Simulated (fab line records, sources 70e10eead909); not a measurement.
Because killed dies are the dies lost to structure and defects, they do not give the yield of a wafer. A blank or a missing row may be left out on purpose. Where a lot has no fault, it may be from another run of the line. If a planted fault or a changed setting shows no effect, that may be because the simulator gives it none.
Which tool did it? | flow nand_harc | 12 lots, 36 wafers sampled, at 5 steps of a route of 1159

## WHAT THE GAUGES SHOWED, per wafer
NHARC_HYBRID_BOND_INSPECT_06: inspects for defects (ir void). Usual: raw_defect_count at 33, with a standard deviation of 15.
lot  | measured     | on                | raw_defect_count | flag
L990 | day 18 17:53 | defect_inspect-01 | 34 31 30         |
L992 | day 18 17:53 | defect_inspect-02 | 12 16 9          |
L994 | day 19 13:59 | defect_inspect-02 | 17 19 16         |
L997 | day 20 01:49 | defect_inspect-01 | 32 41 25         |
L998 | day 20 16:12 | defect_inspect-01 | 33 30 31         |
L999 | day 20 21:23 | defect_inspect-02 | 57 56 46         |
L104 | day 21 04:52 | defect_inspect-02 | 26 24 27         |
L102 | day 21 04:53 | defect_inspect-02 | 15 10 11         |
L101 | day 21 19:25 | defect_inspect-02 | 35 29 47         |
L109 | day 23 01:56 | defect_inspect-02 | 15 16 20         |
L108 | day 23 01:57 | defect_inspect-01 | 67 55 69         |
L113 | day 24 00:26 | defect_inspect-02 | 20 19 19         |

NHARC_THIN_TSV_CD_MEAS_12: the cd target is 1000 nm. Usual: cd_nm at 999.5 nm, with a standard deviation of 1.9.
lot  | measured     | on        | cd_nm (nm)           | flag
L990 | day 18 21:47 | cd_sem-03 | 997.5 998.9 999.3    |
L992 | day 18 20:35 | cd_sem-02 | 998.3 996.5 1001.0   |
L994 | day 19 16:41 | cd_sem-03 | 999.9 996.4 997.2    |
L997 | day 20 04:30 | cd_sem-03 | 1000.1 1000.4 997.5  |
L998 | day 20 18:45 | cd_sem-01 | 996.3 995.8 997.5    |
L999 | day 21 01:09 | cd_sem-01 | 997.6 998.3 999.7    |
L104 | day 21 07:25 | cd_sem-01 | 999.8 1001.9 996.4   |
L102 | day 21 09:48 | cd_sem-03 | 1000.1 1001.3 999.8  |
L101 | day 21 23:17 | cd_sem-01 | 997.4 997.6 998.8    |
L109 | day 23 04:37 | cd_sem-02 | 999.7 998.4 998.9    |
L108 | day 23 05:50 | cd_sem-02 | 1000.9 998.4 1002.2  |
L113 | day 24 03:01 | cd_sem-02 | 1001.8 1002.0 1000.2 |

NHARC_END_SORT_01. Usual: defect_limited_yield 95.3 %, standard deviation 1.7; killed_at_array 28, standard deviation 11; killed_at_other 0.7, standard deviation 1.1; killed_at_periphery 2.9, standard deviation 2; killed_dies 32, standard deviation 11; killed_open 3.2, standard deviation 1.8; killed_short 2.0, standard deviation 1.4; sort_bin_2_pct 1.5 %, standard deviation 0.67; sort_bin_3_pct 0.28 %, standard deviation 0.24; sort_bin_4_pct 2.9 %, standard deviation 1.1; sort_n_pass 645, standard deviation 11; sort_rim_yield_pct 95.7 %, standard deviation 2.6; sort_yield_pct 95.3 %, standard deviation 1.7.
lot  | measured     | on        | defect_limited_yield (%) | killed_at_array | killed_at_other | killed_at_periphery | killed_dies | killed_open | killed_short | sort_bin_2_pct (%) | sort_bin_3_pct (%) | sort_bin_4_pct (%) | sort_n_pass | sort_rim_yield_pct (%) | sort_yield_pct (%) | flag
L990 | day 19 12:55 | prober-02 | 95.3 95.4 96.0           | 27 29 26        | 2 0 0           | 3 2 1               | 32 31 27    | 3 3 4       | 2 2 0        | 1.3 1.2 1.6        | 0.59 0.15 0.15     | 2.8 3.2 2.2        | 645 646 650 | 96.2 96.2 95.3         | 95.3 95.4 96.0     |
L102 | day 22 07:34 | prober-02 | 97.9                     | 13              | 0               | 1                   | 14          | 3           | 2            | 0.6                | 0.30               | 1.2                | 663         | 97.2                   | 97.9               |
L101 | day 22 13:45 | prober-02 | 94.7                     | 30              | 2               | 4                   | 36          | 3           | 2            | 1.8                | 0.44               | 3.1                | 641         | 92.5                   | 94.7               |
L109 | day 23 19:53 | prober-01 | 0 0 0                    | 12 17 20        | 662 660 652     | 3 0 5               | 677 677 677 | 2 1 6       | 1 5 1        | 98.5 98.1 97.6     | 0 0.44 0           | 1.5 1.5 2.4        | 0 0 0       | 0 0 0                  | 0 0 0              | OFF
L108 | day 23 21:32 | prober-02 | 0 0 0                    | 54 43 45        | 620 632 632     | 3 2 0               | 677 677 677 | 2 2 1       | 1 3 1        | 94.1 95.9 96.2     | 0.59 0.44 0.59     | 5.3 3.7 3.2        | 0 0 0       | 0 0 0                  | 0 0 0              | OFF

## WHICH TOOL RAN EACH LOT (tool, then ch and the chambers of the sampled wafers, then the start)
lot  | NHARC_A_BONDPAD_CMP_19        | NHARC_THIN_TSV_PVD_51
L990 | cmp-01 ch 2,3, day 18 01:27   | pvd_sputter-01, day 19 00:50
L992 | cmp-03 ch 0,1,2, day 18 03:25 | pvd_sputter-02, day 18 23:39
L994 | cmp-03 ch 1,2,3, day 19 00:09 | pvd_sputter-01, day 19 19:58
L997 | cmp-01 ch 0,2,3, day 19 15:33 | pvd_sputter-02, day 20 07:34
L998 | cmp-01 ch 1,3, day 20 05:32   | pvd_sputter-03, day 20 21:55
L999 | cmp-04 ch 1,2,3, day 20 11:22 | pvd_sputter-03, day 21 04:37
L104 | cmp-04 ch 2,3, day 20 15:22   | pvd_sputter-03, day 21 10:35
L102 | cmp-04 ch 1,2,3, day 20 18:43 | pvd_sputter-03, day 21 13:04
L101 | cmp-03 ch 0,1,2, day 21 06:05 | pvd_sputter-03, day 22 02:20
L109 | cmp-03 ch 1,2,3, day 22 14:29 | pvd_sputter-02, day 23 07:44
L108 | cmp-01 ch 2,3, day 22 15:52   | pvd_sputter-03, day 23 08:55
L113 | cmp-04 ch 0,3, day 23 14:10   | pvd_sputter-02, day 24 06:05
- NHARC_A_BONDPAD_CMP_19: polishes, t overpolish 30 s, cu recess touch 16 s, target thk 169.8 nm.
- NHARC_THIN_TSV_PVD_51: deposits Cu, target thk 100 nm.

## WHAT THE TOOLS THEMSELVES READ (means of the sampled wafers that have a number; where no wafer has one, the mark that the record gives instead)
NHARC_A_BONDPAD_CMP_19. Usual: edge_zone_pressure_frac 1.001, standard deviation 0.0049; motor_current_A 12.0 A, standard deviation 1.1; overpolish_run_s 30.000 s, standard deviation 0.0091; retaining_ring_pressure_frac 1.001, standard deviation 0.0051; slurry_flow_ml_min 150.1, standard deviation 0.43.
lot  | tool   | edge_zone_pressure_frac | motor_current_A (A) | overpolish_run_s (s) | retaining_ring_pressure_frac | slurry_flow_ml_min | flag
L990 | cmp-01 | 0.998                   | 12.4                | 30.001               | 1.005                        | 150.3              |
L992 | cmp-03 | 1.009                   | 12.0                | 30.000               | 1.001                        | 150.0              |
L994 | cmp-03 | 0.998                   | 12.5                | 29.998               | 1.005                        | 150.1              |
L997 | cmp-01 | 1.001                   | 12.2                | 30.003               | 1.000                        | 149.9              |
L998 | cmp-01 | 0.995                   | 10.4                | 30.002               | 1.002                        | 150.2              |
L999 | cmp-04 | 1.000                   | 11.4                | 29.996               | 1.004                        | 150.1              |
L104 | cmp-04 | 1.003                   | 11.4                | 30.006               | 0.998                        | 150.0              |
L102 | cmp-04 | 1.000                   | 11.3                | 30.001               | 0.996                        | 150.5              |
L101 | cmp-03 | 1.004                   | 11.7                | 30.009               | 0.999                        | 149.8              |
L109 | cmp-03 | 1.004                   | 12.6                | 30.010               | 1.001                        | 149.9              |
L108 | cmp-01 | 1.005                   | 12.3                | 30.005               | 1.002                        | 150.0              |
L113 | cmp-04 | 1.001                   | 12.9                | 30.000               | 1.001                        | 150.1              |

NHARC_THIN_TSV_PVD_51. Usual: chamber_pressure_pa 4.999 Pa, standard deviation 0.01; throttle_valve_pct 30.0 %, standard deviation 0.68.
lot  | tool           | chamber_pressure_pa (Pa) | throttle_valve_pct (%) | flag
L990 | pvd_sputter-01 | 4.991                    | 31.0                   |
L992 | pvd_sputter-02 | 5.001                    | 29.5                   |
L994 | pvd_sputter-01 | 5.000                    | 29.6                   |
L997 | pvd_sputter-02 | 5.003                    | 29.8                   |
L998 | pvd_sputter-03 | 5.006                    | 30.2                   |
L999 | pvd_sputter-03 | 5.003                    | 30.1                   |
L104 | pvd_sputter-03 | 4.999                    | 30.0                   |
L102 | pvd_sputter-03 | 5.000                    | 29.8                   |
L101 | pvd_sputter-03 | 4.995                    | 29.7                   |
L109 | pvd_sputter-02 | -                        | -                      | OFF
L108 | pvd_sputter-03 | -                        | -                      | OFF
L113 | pvd_sputter-02 | 5.001                    | 29.7                   |

## THE ANSWER, worked out from the rows above alone
Rule: a lot counts as off when the mean over its wafers that have a number is more than 3 standard deviations away from the usual mean. Also off: a lot with no number at a reading for which 4 or more lots have one. All remaining lots with rows at the step are treated as sound. The gauges are gone through in route order, then the tools' own readings, and for those a lot's mean is taken as printed above. The first step at which some lot is off is used, and at that step the reading that is off furthest; a lot without a number counts as furthest.
Off: L109, L108 (NHARC_END_SORT_01, killed_at_other). Neither off nor sound, because the step has no rows for them: L992, L994, L997, L998, L999, L104, L113.
If a tool, at a process step before that reading, ran all the lots that are off and no sound lot after the first of them, it fits. The gauges at NHARC_END_SORT_01 aren't tried: what is off there is off at NHARC_THIN_TSV_PVD_51 too, on other tools, and a gauge's error can't cause that. No candidate that was tried fits.

## WHAT WAS PUT IN BY THE SIMULATOR
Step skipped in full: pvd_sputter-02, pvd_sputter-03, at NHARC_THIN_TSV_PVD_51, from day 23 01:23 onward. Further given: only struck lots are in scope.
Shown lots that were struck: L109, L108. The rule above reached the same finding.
